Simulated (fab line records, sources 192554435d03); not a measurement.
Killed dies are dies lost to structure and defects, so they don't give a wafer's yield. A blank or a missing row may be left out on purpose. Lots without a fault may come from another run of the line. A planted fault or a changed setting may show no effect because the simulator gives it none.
Chamber matching | flow n5_finfet | N5_MOL_CONTACT_COAG_ETCH_105 on rie_diel-02: 4 sister chambers
The step etches SiARC in CF4, target depth 15.6 nm, time 26 s. 4 wafers are shown with their chamber, then 10 later ones without.

WAFERS WITH THEIR CHAMBER
wafer  | chamber | showerhead_plenum_p_Torr (Torr)
L086.1 | 0       | 2.19
L086.3 | 1       | 2.18
L091.1 | 3       | 2.08
L091.4 | 2       | 2.24

WAFERS WITHOUT THEIR CHAMBER
wafer  | showerhead_plenum_p_Torr (Torr)
L091.5 | 2.08
L093.2 | 2.07
L093.4 | 2.17
L093.6 | 2.18
L094.1 | 2.07
L094.2 | 2.17
L094.6 | 2.24
L095.1 | 2.07
L095.5 | 2.18
L095.6 | 2.07

WHICH CHAMBER EACH WENT THROUGH
wafer  | from the rows above     | in truth
L091.5 | 3                       | 3
L093.2 | 3                       | 3
L093.4 | can't be placed: 1 or 0 | 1
L093.6 | can't be placed: 1 or 0 | 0
L094.1 | 3                       | 3
L094.2 | can't be placed: 1 or 0 | 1
L094.6 | 2                       | 2
L095.1 | 3                       | 3
L095.5 | can't be placed: 1 or 0 | 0
L095.6 | 3                       | 3
Placed correctly: 6 of 10. Can't be placed from these rows: 4 (the true chamber is among the candidates in 4). Placed wrongly: 0.
How it was worked out, from the rows above alone: a wafer's distance from a chamber is the root of the sum, over the readings, of the square of ((its reading less the chamber's mean) divided by the reading's scatter). The wafer belongs to the nearest chamber; if the next one is less than 2 further off, it can't be placed. A chamber's mean is the mean of its shown wafers. The scatter: with one shown wafer a chamber, the root of the mean of the squares of how far each hidden wafer lies from its nearest shown one.
